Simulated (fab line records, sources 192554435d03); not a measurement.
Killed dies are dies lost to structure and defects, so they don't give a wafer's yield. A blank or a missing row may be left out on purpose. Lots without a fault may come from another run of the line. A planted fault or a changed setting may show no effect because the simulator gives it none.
Chamber matching | flow n5_finfet | N5_BEOL_M11_DESCUM_33 on rie_diel-03: 4 sister chambers
The step chemistry O2, time 7.9 s. 14 wafers are shown with their chamber, then 7 later ones without.

WAFERS WITH THEIR CHAMBER
wafer  | chamber | showerhead_plenum_p_Torr (Torr) | drypump_motor_current_A (A) | throttle_valve_pct (%)
L074.1 | 0       | 2.16                            | 5.3                         | 20.45
L074.5 | 1       | 2.15                            | 5.2                         | 20.41
L074.6 | 0       | 2.16                            | 5.3                         | 20.44
L075.1 | 0       | 2.16                            | 5.3                         | 20.45
L075.2 | 1       | 2.15                            | 5.2                         | 20.41
L075.4 | 0       | 2.16                            | 5.3                         | 20.46
L079.4 | 1       | 2.15                            | 5.2                         | 20.41
L079.5 | 0       | 2.16                            | 5.4                         | 20.47
L079.6 | 3       | 2.10                            | 5.1                         | 20.28
L081.2 | 0       | 2.15                            | 5.3                         | 20.48
L081.4 | 3       | 2.10                            | 5.1                         | 20.32
L081.6 | 2       | 2.05                            | 4.8                         | 19.93
L086.1 | 1       | 2.14                            | 5.2                         | 20.44
L086.3 | 2       | 2.05                            | 4.8                         | 19.95

SIGNATURES (means of the wafers above)
reading                  | chamber 0 | chamber 1 | chamber 2 | chamber 3 | scatter within a chamber
showerhead_plenum_p_Torr | 2.1583    | 2.1475    | 2.0500    | 2.1000    | 0.00398
drypump_motor_current_A  | 5.317     | 5.200     | 4.800     | 5.100     | 0.0289
throttle_valve_pct       | 20.4583   | 20.4175   | 19.9400   | 20.3000   | 0.0166
Rule: a wafer's distance from a chamber is the root of the sum, over the readings, of the square of ((its reading less the chamber's mean) divided by the reading's scatter). The wafer belongs to the nearest chamber; if the next one is less than 2 further off, it can't be placed. The scatter: the root of (the sum of the squares of (reading less its chamber's mean) over the shown wafers, divided by (wafers less chambers)).

WAFERS WITHOUT THEIR CHAMBER
wafer  | showerhead_plenum_p_Torr (Torr) | drypump_motor_current_A (A) | throttle_valve_pct (%)
L086.4 | 2.15                            | 5.3                         | 20.49
L091.3 | 2.14                            | 5.2                         | 20.47
L091.4 | 2.04                            | 4.8                         | 19.94
L091.6 | 2.04                            | 4.8                         | 19.95
L096.1 | 2.14                            | 5.2                         | 20.09
L096.3 | 2.04                            | 4.8                         | 19.98
L096.5 | 2.09                            | 5.1                         | 20.36

WHICH CHAMBER EACH WENT THROUGH
wafer  | from the rows above | in truth
L086.4 | 0                   | 0
L091.3 | 1                   | 1
L091.4 | 2                   | 2
L091.6 | 2                   | 2
L096.1 | 3                   | 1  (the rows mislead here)
L096.3 | 2                   | 2
L096.5 | 3                   | 3
Placed correctly: 6 of 7. Can't be placed from these rows: 0. Placed wrongly: 1.
